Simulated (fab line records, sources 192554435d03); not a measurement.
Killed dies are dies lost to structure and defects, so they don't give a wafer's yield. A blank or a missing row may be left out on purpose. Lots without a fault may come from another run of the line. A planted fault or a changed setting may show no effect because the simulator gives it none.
Split-lot experiment | flow n5_finfet | 7 lots, 21 wafers read, on a route of 1938 steps

THE SPLIT
At N5_BEOL_M13_ETCH_68 (etches SOC in N2/H2, time 355 s), the setting time_s was moved away from the recipe's 355 s on 7 of the 21 wafers read, by -21.5% to -17.5%. The other wafers ran this setting at the recipe's value.

The reading is taken at the split's own step.

THE READING
SiARC_of_BEOL_M13_COAT_66.thk_nm (the simulator's own value, which no gauge read), in nm, at N5_BEOL_M13_ETCH_68 (etches SOC in N2/H2, time 355 s). The file gives no usual value for it. The 14 wafers here that ran the recipe average 77.1 nm, standard deviation 0.35 nm.

wafer  | tool, chamber at the split | time_s as run, s | against the recipe | SiARC_of_BEOL_M13_COAT_66.thk_nm, nm | against lot-mates on the recipe
L085.1 | rie_diel-01, 0,2           | 355              | recipe             | 77                                   | -
L085.6 | rie_diel-01, 0,2           | 355              | recipe             | 77                                   | -
L085.2 | rie_diel-01, 3             | 287.9            | -18.9%             | 82.6                                 | +5.6
L086.1 | rie_diel-01, 1             | 355              | recipe             | 76.8                                 | -
L086.2 | rie_diel-01, 3             | 355              | recipe             | 76.4                                 | -
L086.5 | rie_diel-01, 2             | 278.6            | -21.5%             | 84.2                                 | +7.6
L088.1 | rie_diel-01, 1,3           | 355              | recipe             | 77.4                                 | -
L088.2 | rie_diel-01, 1,3           | 355              | recipe             | 77.4                                 | -
L088.3 | rie_diel-01, 2             | 355              | recipe             | 77.8                                 | -
L090.1 | rie_diel-05, 2             | 355              | recipe             | 77.2                                 | -
L090.2 | rie_diel-05, 0,1           | 292.9            | -17.5%             | 83                                   | +5.8
L090.3 | rie_diel-05, 0,1           | 292.9            | -17.5%             | 83                                   | +5.8
L091.3 | rie_diel-01, 0             | 355              | recipe             | 76.8                                 | -
L091.4 | rie_diel-01, 3             | 355              | recipe             | 77.2                                 | -
L091.6 | rie_diel-01, 2             | 290.9            | -18.1%             | 83.8                                 | +6.8
L094.2 | rie_diel-06, 1,3           | 355              | recipe             | 77.2                                 | -
L094.6 | rie_diel-06, 1,3           | 355              | recipe             | 77.2                                 | -
L094.5 | rie_diel-06, 1             | 355              | recipe             | 77.6                                 | -
L096.3 | rie_diel-06, 3             | 279.1            | -21.4%             | 84.2                                 | +7.4
L096.4 | rie_diel-06, 1             | 355              | recipe             | 76.8                                 | -
L096.5 | rie_diel-06, 0             | 279.1            | -21.4%             | 84                                   | +7.2
Where a row lists several chambers, the file gives one row for several wafers and doesn't say which wafer went through which chamber.

THE FIT
A straight line over all 21 wafers: SiARC_of_BEOL_M13_COAT_66.thk_nm changes by -0.329 nm for each +1% of time_s; r = -0.99; the points scatter about the line by 0.39 nm.
The same after taking each lot's own level away (the mean of its wafers on the recipe; 21 wafers): -0.34 nm for each +1%; r = -1.00; scatter 0.29 nm.
On that fit, the largest move of time_s shifts the reading by 7.3 nm.
The lots' own levels span 76.60 to 77.53 nm, that is 2.7 times the standard deviation above.
So the lot-to-lot level changes the slope little: the two slopes agree.
Check: with one of the wafers moved furthest among these (-21.5%) left out of the fit, the line predicts +7.24 nm for it against its lot-mates. It came out at +7.6 nm against them.

OTHER SPLITS ON THESE WAFERS
These wafers also went through other splits before the reading. Each is held against what the fit with the lots' levels taken away leaves over:
other split on the same wafers             | wafers away from the commonest value | r with SiARC_of_BEOL_M13_COAT_66.thk_nm (lot level and that fit taken away)
N5_BEOL_M6_COAT_22 spin_rpm                | 11                                   | -0.17
N5_BEOL_M6_ETCH_66 bias_w                  | 3                                    | +0.17
N5_BEOL_M6_TRENCH_ETCH_37 time_s           | 6                                    | +0.14
N5_BEOL_M6_ALD_77 co_reactant_pulse_time_s | 6                                    | +0.16
N5_BEOL_M8_COAT_22 spin_rpm                | 10                                   | +0.15
N5_BEOL_M9_TRENCH_ETCH_37 source_w         | 11                                   | +0.06
N5_BEOL_M10_EXPOSE_25 dose_mj              | 9                                    | +0.06
N5_BEOL_M10_PEB_26 peb_time_s              | 8                                    | +0.21
N5_BEOL_M12_SPUTTER_44 time_s              | 4                                    | +0.07

THE FILE'S OWN FIT
SiARC_of_BEOL_M13_COAT_66.thk_nm changes by -0.34 nm for each +1% of time_s, r = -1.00.
